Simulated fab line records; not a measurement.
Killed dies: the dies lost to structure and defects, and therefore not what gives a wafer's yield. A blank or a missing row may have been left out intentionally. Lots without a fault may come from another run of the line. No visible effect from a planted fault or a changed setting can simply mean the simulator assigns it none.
fab line records + flow n5Finfet
record
- lots=4
- wafers=12
- lastDay=17
route steps=1938 shown BEOL_M14@1722 PASSIVATION@1936
lots untouched by any fault: they come from a run of this same line in which no faults occurred
startH: hours from the record's opening day to when the first of the lot's shown wafers began + waitH: hours from the lot's prior step to this one + " same as the row above + L1.1+2: a single row standing in for several wafers + - no value present, or no start provided + * or withheld: withheld + < > ~ a bound
route shown NAME@n: names a module that has steps shown in the file, with the first one's number in the route + usual: mean and standard deviation over wafers with no fault + same: alike in all rows + chamber/n: place in a boat + sites: readings site by site + _std_site: how widely they spread, as a standard deviation + _edge_site: the outer-site mean with the inner-site mean subtracted + radiusMm: how far each site lies from the wafer's centre + mask NAME#n: copy n + behind: the tool/chamber that last shaped the wafer + hold: why the lot went on hold/how many hours it stayed there/how the hold came to an end + device: the transistor (n, p or np) that didn't switch + end of line: tests run on the same wafers once the route is complete + a step without rows: its recipe alone + killed: count of dies lost to structure and defects at first sort (not the wafer's yield) + map: shows each die of a wafer: x if killed, . if not, _ if none is there
set.NAME: the setting the step ran with; set.NAME@STEP: the setting that earlier step ran with + model.NAME: the simulator's own value behind a step, which no gauge read
lots seen at some steps along the route; tables by step, rows by wafer
services: when a tool's chamber went out of use (startH, in hours from the record's first day, below 0 if earlier), for how many hours, and the reason
## steps
# step N5_BEOL_M14_EXPOSE_07
# recipe
- maskId=V13
- na=0.8
- sourceShape=annular
- sigmaInner=0.5
- sigmaOuter=0.8
- polarization=unpolarized
- attpsmPhaseDeg=180
- doseMj=57
# step N5_BEOL_M14_PEB_08
# recipe
- pebTempC=130
- pebTimeS=90
# step N5_BEOL_M14_DEVELOP_09
# recipe
- developTimeS=45
- rinseLiquid=diw
- dry=airSpin
- devTempC=21
# step N5_BEOL_M14_HARDBAKE_14
# recipe
- tempC=130
- timeS=120
# step N5_BEOL_M14_DESCUM_15
# recipe
- chemistry=O2
- timeS=7.9
- sourcePowerW=50
- biasPowerW=20
- pressureMtorr=20
- rfFrequencyHz=2.712e+07
- tempC=40
- o2FlowSccm=225
# step N5_BEOL_M14_ETCH_59
# recipe
- chemistry=N2/H2
- target=BARC
- targetDepthA=890
- overetchA=267
- timeS=67.9
- ionEnergyEv=200
- pressureMtorr=30
- sourceW=840
- biasW=150
- n2FlowSccm=200
- h2FlowSccm=200
# step N5_BEOL_M14_VIA_ETCH_16
# recipe
- chemistry=C4F8/O2/Ar
- target=SiO2
- heInnerTorr=15
- heOuterTorr=30
- targetDepthA=12313
- timeS=withheld
- ionEnergyEv=800
- pressureMtorr=20
- sourceW=1905
- biasW=2040
- Ar_flow_sccm=400
- C4F8_flow_sccm=16
- O2_flow_sccm=12
- ends=cleared
# step N5_BEOL_M14_STRIP_63
# recipe
- chemistry=O2
- powerW=600
- tempC=60
- pressureMtorr=30
- rfFrequencyHz=6e+07
- biasPowerW=0
- overashFraction=0.3
- o2FlowSccm=225
# step N5_BEOL_M14_STRIP_64
# recipe
- chemistry=O2
- powerW=600
- tempC=60
- pressureMtorr=30
- rfFrequencyHz=6e+07
- biasPowerW=0
- overashFraction=0.3
- o2FlowSccm=225
# step N5_BEOL_M14_STRIP_71
# recipe
- chemistry=postEtchResidueRemover
- timeS=60
- tempC=25
- removerPh=withheld
- removerWaterWtPct=withheld
- removerFluorideWtPct=withheld
# same
- timeS=60
| lot.wafer  | tool        | chamber | startH | waitH |
|------------|-------------|---------|--------|-------|
| L497.1+2+6 | wetBench-01 | 7,0,2   | 306.35 | -     |
| L499.3+4+5 | wetBench-01 | 4,5,7   | 316.77 | -     |
| L507.3+4+6 | wetBench-04 | 5,6,3   | 353.74 | -     |
| L511.1+3+6 | wetBench-01 | 3,4,5   | 385.63 | -     |
# step N5_BEOL_M14_SRD_72
# recipe
- timeS=30
- tempC=23
- rinseLiquid=diw
- dry=n2Spin
- spinRpm=1500
- dryTimeS=30
# step N5_BEOL_M14_COAT_65
# recipe
- resist=SOC
- tempC=250
- timeS=60
- spinRpm=1500
- resistThkNm=450
# step N5_BEOL_M14_COAT_66
# recipe
- resist=SiARC
- tempC=220
- timeS=60
- spinRpm=1500
- resistThkNm=110
# step N5_BEOL_M14_COAT_22
# recipe
- spinRpm=2888
- resistThkNm=300
# step N5_BEOL_M14_EBR_24
# recipe
- solvent=PGMEA
- ebrWidthMm=1.5
# step N5_BEOL_M14_SOFTBAKE_23
# recipe
- tempC=130
- timeS=60
# step N5_BEOL_M14_EXPOSE_25
# recipe
- maskId=M14
- na=0.8
- sourceShape=annular
- sigmaInner=0.5
- sigmaOuter=0.8
- polarization=unpolarized
- targetCdNm=280
- doseMj=26.6
# step N5_BEOL_M14_PEB_26
# recipe
- pebTempC=130
- pebTimeS=90
# step N5_BEOL_M14_DEVELOP_27
# recipe
- developTimeS=45
- rinseLiquid=diw
- dry=airSpin
- devTempC=21
# step N5_BEOL_M14_HARDBAKE_32
# recipe
- tempC=130
- timeS=120
# step N5_BEOL_M14_INSPECT_30
# recipe
- mode=adi
- inspectInstrument=macro
# usual
- rawDefectCount=1.9/1.4
| lot.wafer | tool             | chamber | startH | waitH | rawDefectCount |
|-----------|------------------|---------|--------|-------|----------------|
| L497.1    | defectInspect-01 | -       | 306.91 | 0.0   | >300           |
| L497.2    | "                | -       | "      | "     | >300           |
| L497.6    | "                | -       | "      | "     | >300           |
| L499.3    | defectInspect-02 | -       | 317.34 | 0.0   | >300           |
| L499.4    | "                | -       | "      | "     | >300           |
| L499.5    | "                | -       | "      | "     | >300           |
| L507.3    | defectInspect-01 | -       | 354.31 | 0.0   | 2              |
| L507.4    | "                | -       | "      | "     | 1              |
| L507.6    | "                | -       | "      | "     | 0              |
| L511.1    | defectInspect-02 | -       | 386.07 | 0.0   | 0              |
| L511.3    | "                | -       | "      | "     | 1              |
| L511.6    | "                | -       | "      | "     | 4              |
# step N5_BEOL_M14_DESCUM_33
# recipe
- chemistry=O2
- timeS=7.9
- sourcePowerW=50
- biasPowerW=20
- pressureMtorr=20
- rfFrequencyHz=2.712e+07
- tempC=40
- o2FlowSccm=225
# step N5_PASSIVATION_PROBE_49
# usual
- defectLimitedYield=90.9/1.6
- killed_at_M0_to_M3=34/11
- killed_at_M4_up=14/5.7
- killedAtContacts=13/6.5
- killedAtFrontEnd=43/11
- killedAtOther=4/3.1
- killedDies=107/19
- killedOnRim=14/3.9
- killedOpen=71/14
- killedShort=35/7.9
- sort_bin_5_function=5.3/1.1
- sort_bin_6_memory=3.4/0.74
- sortNPass=1073/19
- sortYieldPct=90.9/1.6
# same
- grossDies=1180
- killedAtBackSide=0
- sort_bin_4_leakage[%]=0
- sort_bin_8_speed[%]=0
| lot.wafer | tool      | chamber | startH | waitH | defectLimitedYield[%] | killed_at_M0_to_M3 | killed_at_M4_up | killedAtContacts | killedAtFrontEnd | killedAtOther | killedDies | killedOnRim | killedOpen | killedShort | sort_bin_5_function[%] | sort_bin_6_memory[%] | sortNPass | sortYieldPct[%] |
|-----------|-----------|---------|--------|-------|-----------------------|--------------------|-----------------|------------------|------------------|---------------|------------|-------------|------------|-------------|------------------------|----------------------|-----------|-----------------|
| L497.1    | prober-01 | -       | 331.76 | 0.0   | 87.5                  | 36                 | 57              | 10               | 41               | 3             | 147        | 29          | 70         | 29          | 7.6                    | 3.1                  | 1033      | 87.5            |
| L497.2    | prober-01 | -       | 331.81 | 0.1   | 84.7                  | 29                 | 118             | 11               | 19               | 4             | 181        | 21          | 50         | 28          | 10.0                   | 2.9                  | 999       | 84.7            |
| L497.6    | prober-01 | -       | 332.01 | 0.3   | 81.3                  | 23                 | 158             | 7                | 32               | 1             | 221        | 14          | 53         | 29          | 11.7                   | 4.4                  | 959       | 81.3            |
| L499.3    | prober-01 | -       | 348.03 | 0.4   | 82.5                  | 30                 | 97              | 30               | 48               | 2             | 207        | 30          | 92         | 34          | 10.3                   | 5.2                  | 973       | 82.5            |
| L499.4    | prober-01 | -       | 348.08 | 0.5   | 85.3                  | 24                 | 97              | 11               | 41               | 1             | 174        | 31          | 57         | 28          | 9.2                    | 4.0                  | 1006      | 85.3            |
| L499.5    | prober-01 | -       | 348.13 | 0.5   | 86.1                  | 42                 | 65              | 20               | 35               | 2             | 164        | 33          | 78         | 36          | 9.0                    | 3.2                  | 1016      | 86.1            |
# killed by level:class
L497.1 BEOL_M14:unspecified=48 BEOL_M2:geometricParticle:open=15 STI_FIN_REVEAL:geometricParticle:open=10 GATE_CUT:geometricParticle:short=10 MOL_CONTACT_COAG:geometricParticle:open=10 BEOL_M0_SAQP:geometricParticle:open=5 BEOL_M0_SAQP:geometricParticle:short=5 FIN_SAQP:geometricParticle:open=3
L497.2 BEOL_M14:unspecified=102 MOL_CONTACT_COAG:geometricParticle:open=9 BEOL_M4:geometricParticle:open=8 BEOL_M0_SAQP:geometricParticle:short=6 BEOL_M3:geometricParticle:open=6 GATE_CUT:geometricParticle:short=4 BEOL_M2:geometricParticle:open=4 BEOL_M0_SAQP:geometricParticle:open=3
L497.6 BEOL_M14:unspecified=139 BEOL_M0_SAQP:geometricParticle:short=9 STI_FIN_REVEAL:geometricParticle:open=8 MOL_CONTACT_COAG:geometricParticle:open=7 BEOL_M4:geometricParticle:open=7 BEOL_M6:geometricParticle:open=5 FIN_SAQP:geometricParticle:short=4 GATE_CUT:geometricParticle:open=4
L499.3 BEOL_M14:unspecified=81 MOL_CONTACT_COAG:geometricParticle:open=25 FIN_SAQP:geometricParticle:open=12 STI_FIN_REVEAL:geometricParticle:open=10 BEOL_M2:geometricParticle:open=9 BEOL_M1:geometricParticle:open=7 STI_FIN_REVEAL:geometricParticle:short=5 MOL_CONTACT_COAG:geometricParticle:short=5
L499.4 BEOL_M14:unspecified=88 STI_FIN_REVEAL:geometricParticle:open=9 MOL_CONTACT_COAG:geometricParticle:open=9 DUMMY_GATE:geometricParticle:open=7 BEOL_M0_SAQP:geometricParticle:short=7 BEOL_M4:geometricParticle:open=6 ILD0:geometricParticle:open=5 FIN_SAQP:geometricParticle:open=4
L499.5 BEOL_M14:unspecified=50 MOL_CONTACT_COAG:geometricParticle:open=17 BEOL_M0:geometricParticle:open=10 FIN_SAQP:geometricParticle:short=9 BEOL_M2:geometricParticle:open=9 BEOL_M4:geometricParticle:open=7 BEOL_M1:geometricParticle:short=6 STI_FIN_REVEAL:geometricParticle:open=6
# map L497.6 (x killed, . not)
_________________......x.....________________
______________....x..xx...x....._____________
___________xx..x....xxxxxxxx.xx.x..__________
__________........x.xx.xxxxxxxxx...._________
________...........xxxxxxxxxxxx.x....._______
_______..........xx..xxxxxxxxxxxx.x....______
______........x....xxxxxxxxxxxxxx......._____
_____x.....x......x.xxxxxxxxxxxxxx.......____
____..........x..x..xxxxxxxxxx.xxx..x....x___
___...........x.x.xxxxxxxxxxxx.x..x........__
___..........x....xxxxxxxxxxxxx............__
__....x............xxxxxxxxxxx............x._
__.......x............xxx.xxx..............x_
_...x..x................x.............x......
_.......x...xx.x............x..x.x.....x.....
_..........................x.................
_.....x...............x..............x.......
_x..x.xx.....xx...........x..........x.......
_........x.....................x.............
_.x.......x...x.........................x....
_x...........................................
__.........xx.......x.............x........._
__...................x...x.............x...._
___.....x........x.......................x.__
___......x............x...x.........x......__
____x..............x.......x.............x___
_____...........x..............x.........____
______................x..........x..x..._____
_______.....x...xx.....................______
________.............................._______
__________.........................._________
___________...x...........x........__________
______________......x....x......_____________
_________________...x........________________
# map L499.3 (x killed, . not)
_________________............________________
______________...x.............._____________
___________...x...x..........x.....__________
__________x.......x.....x..xx.x....._________
________..........x.............x....._______
_______................x...........x...______
______x...x.....x...x..............x...._____
_____x...xx.........x.....x.x..........x.____
____.x......x...........xxx...............___
___xxx.................x.....x.......x.....__
___xxxx.x.x.x....xx.......x.......x.....x.x__
__xxxxxxxxx..x..x........x......x.....x....._
__xxxxxxxx.x...........x....x..............._
_xxxxxxxx..x...x.........xx..............x.x.
_xxxxxxxxx.......................x.....x.....
_xxxxxxxxxx.x..x.......x..........x..........
_xxxxxxxx.x...x....x.......x.................
_xxxxxxxxxx..x.x.x...x....x....x.x...........
_xx.xxx............x.........x.x............x
_x..x...............x..................x.....
_...x.x..xx.x.......x....xxx.....x......xx...
__..x............x...x...x....x....xx......._
__........................................x._
___.......................x...........x..x.__
___.......x..................x.............__
____..............x......x.....xx.x.......___
_____...................................x____
______......xx..x.........x....x........_____
_______......x.........................______
________............x...........x.x..x_______
__________..........x...x......x...._________
___________x...........x.x.........__________
______________..........x.x....._____________
_________________.x.....x....________________
## services
| tool        | chamber | startH | hours | kind   |
|-------------|---------|--------|-------|--------|
| wetBench-01 | -       | 322.77 | 2.0   | repair |
| wetBench-01 | -       | 332.62 | 4.4   | pm     |
| wetBench-04 | -       | 341.99 | 6.6   | repair |
## key
firstSign
- step=N5_BEOL_M14_INSPECT_30
- reading=rawDefectCount
- direction=up
- sigmas=99+
- usual=1.9
- struck=>300
effect
- step=N5_PASSIVATION_PROBE_49
- reading=killed_at_M4_up
- direction=up
- sigmas=15
- usual=14
- struck=99
moreKillsBornAt
- N5_BEOL_M14_STRIP_71@wetBench-01=508
metAt N5_BEOL_M14_STRIP_71
struckWafers L497.1,L497.2,L497.6,L499.3,L499.4,L499.5
fault
- kind=chamberParticleSource
- tool=wetBench-01
- chamber=-
- onsetH=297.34
- steps=N5_BEOL_M14_STRIP_71
- ratePerVisitCm2=0.78241
- endH=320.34
